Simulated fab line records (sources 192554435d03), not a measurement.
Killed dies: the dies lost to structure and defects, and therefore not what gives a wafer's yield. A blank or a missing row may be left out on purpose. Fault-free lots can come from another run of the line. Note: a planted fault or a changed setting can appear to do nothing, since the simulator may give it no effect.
Split-lot experiment / flow n5_finfet / 21 wafers read across 7 lots, on a route 1938 steps long

== SPLIT DETAILS ==
At N5_BEOL_M3_COAT_76 (time 60 s, resist thk 5 nm), the setting spin_rpm was moved away from the recipe's 1500 rpm on 4 of the 21 wafers read, by -7.9% to +8.1%. All remaining wafers had this setting at the recipe value.

== FROM THE SPLIT TO THE READING: what the file shows between them, 4 steps ==
- N5_BEOL_M3_COAT_22: resist thk 30 nm (also split here: spin_rpm)
- N5_BEOL_M3_EBR_24
- N5_BEOL_M3_SOFTBAKE_23: time 60 s
- N5_BEOL_M3_DESCUM_33: chemistry O2, time 7 s

== THE READING ==
etch.depth_nm (the simulator's own value, which no gauge read), in nm, at N5_BEOL_M3_ETCH_77 (etches underlayer in N2/H2, target depth 6.5 nm, time 5.2 s). No usual value for it is given in the file. Here, 17 wafers ran the recipe; their average is 5.006 nm with a standard deviation of 0.016 nm.

wafer=L075.3; tool, chamber at the split=litho_track-03, 0; spin_rpm as run, rpm=1500; against the recipe=recipe; etch.depth_nm, nm=4.983; against lot-mates on the recipe=-
wafer=L075.5; tool, chamber at the split=litho_track-03, 0; spin_rpm as run, rpm=1500; against the recipe=recipe; etch.depth_nm, nm=4.998; against lot-mates on the recipe=-
wafer=L075.6; tool, chamber at the split=litho_track-03, 0; spin_rpm as run, rpm=1500; against the recipe=recipe; etch.depth_nm, nm=4.991; against lot-mates on the recipe=-
wafer=L077.2; tool, chamber at the split=litho_track-05, 0; spin_rpm as run, rpm=1500; against the recipe=recipe; etch.depth_nm, nm=5.022; against lot-mates on the recipe=-
wafer=L077.3; tool, chamber at the split=litho_track-05, 0; spin_rpm as run, rpm=1500; against the recipe=recipe; etch.depth_nm, nm=5.023; against lot-mates on the recipe=-
wafer=L077.6; tool, chamber at the split=litho_track-05, 0; spin_rpm as run, rpm=1500; against the recipe=recipe; etch.depth_nm, nm=5.028; against lot-mates on the recipe=-
wafer=L079.1; tool, chamber at the split=litho_track-05, 0; spin_rpm as run, rpm=1425; against the recipe=-5.0%; etch.depth_nm, nm=5.115; against lot-mates on the recipe=+0.136
wafer=L079.3; tool, chamber at the split=litho_track-05, 0; spin_rpm as run, rpm=1425; against the recipe=-5.0%; etch.depth_nm, nm=5.146; against lot-mates on the recipe=+0.167
wafer=L079.6; tool, chamber at the split=litho_track-05, 0; spin_rpm as run, rpm=1500; against the recipe=recipe; etch.depth_nm, nm=4.979; against lot-mates on the recipe=-
wafer=L085.2; tool, chamber at the split=litho_track-05, 0; spin_rpm as run, rpm=1500; against the recipe=recipe; etch.depth_nm, nm=5.018; against lot-mates on the recipe=-
wafer=L085.5; tool, chamber at the split=litho_track-05, 0; spin_rpm as run, rpm=1500; against the recipe=recipe; etch.depth_nm, nm=5.02; against lot-mates on the recipe=-
wafer=L085.6; tool, chamber at the split=litho_track-05, 0; spin_rpm as run, rpm=1500; against the recipe=recipe; etch.depth_nm, nm=5.026; against lot-mates on the recipe=-
wafer=L089.3; tool, chamber at the split=litho_track-03, 0; spin_rpm as run, rpm=1500; against the recipe=recipe; etch.depth_nm, nm=5; against lot-mates on the recipe=-
wafer=L089.4; tool, chamber at the split=litho_track-03, 0; spin_rpm as run, rpm=1382; against the recipe=-7.9%; etch.depth_nm, nm=5.216; against lot-mates on the recipe=+0.205
wafer=L089.6; tool, chamber at the split=litho_track-03, 0; spin_rpm as run, rpm=1500; against the recipe=recipe; etch.depth_nm, nm=5.022; against lot-mates on the recipe=-
wafer=L091.1; tool, chamber at the split=litho_track-05, 0; spin_rpm as run, rpm=1622; against the recipe=+8.1%; etch.depth_nm, nm=4.792; against lot-mates on the recipe=-0.198
wafer=L091.4; tool, chamber at the split=litho_track-05, 0; spin_rpm as run, rpm=1500; against the recipe=recipe; etch.depth_nm, nm=4.98; against lot-mates on the recipe=-
wafer=L091.6; tool, chamber at the split=litho_track-05, 0; spin_rpm as run, rpm=1500; against the recipe=recipe; etch.depth_nm, nm=5; against lot-mates on the recipe=-
wafer=L096.1; tool, chamber at the split=litho_track-01, 0; spin_rpm as run, rpm=1500; against the recipe=recipe; etch.depth_nm, nm=5.01; against lot-mates on the recipe=-
wafer=L096.5; tool, chamber at the split=litho_track-01, 0; spin_rpm as run, rpm=1500; against the recipe=recipe; etch.depth_nm, nm=4.997; against lot-mates on the recipe=-
wafer=L096.6; tool, chamber at the split=litho_track-01, 0; spin_rpm as run, rpm=1500; against the recipe=recipe; etch.depth_nm, nm=5.003; against lot-mates on the recipe=-

THE FIT
A straight line over all 21 wafers: etch.depth_nm changes by -0.0261 nm for each +1% of spin_rpm; r = -0.98; the points scatter about the line by 0.016 nm.
The same after taking each lot's own level away (the mean of its wafers on the recipe; 21 wafers): -0.0265 nm for each +1%; r = -0.99; scatter 0.01 nm.
According to that fit, moving spin_rpm by its largest amount changes the reading by 0.22 nm.
Across the lots, their own levels run from 4.9790 to 5.0243 nm, a range of 2.8 times the standard deviation given above.
So the lot-to-lot level changes the slope little: the two slopes agree.
Check: with one of the wafers moved furthest among these (+8.1%) left out of the fit, the line predicts -0.226 nm for it against its lot-mates. It came out at -0.198 nm against them.

== FURTHER SPLITS ON THESE WAFERS ==
Other splits were also applied to these wafers ahead of the reading. Each is held against what the fit with the lots' levels taken away leaves over:
other split on the same wafers=N5_BEOL_M2_ETCH_69 bias_w; wafers away from the commonest value=12; r with etch.depth_nm (lot level and that fit taken away)=-0.24
other split on the same wafers=N5_BEOL_M3_COAT_22 spin_rpm; wafers away from the commonest value=7; r with etch.depth_nm (lot level and that fit taken away)=+0.06

== THE FILE'S OWN FIT ==
etch.depth_nm changes by -0.026 nm for each +1% of spin_rpm, r = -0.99.
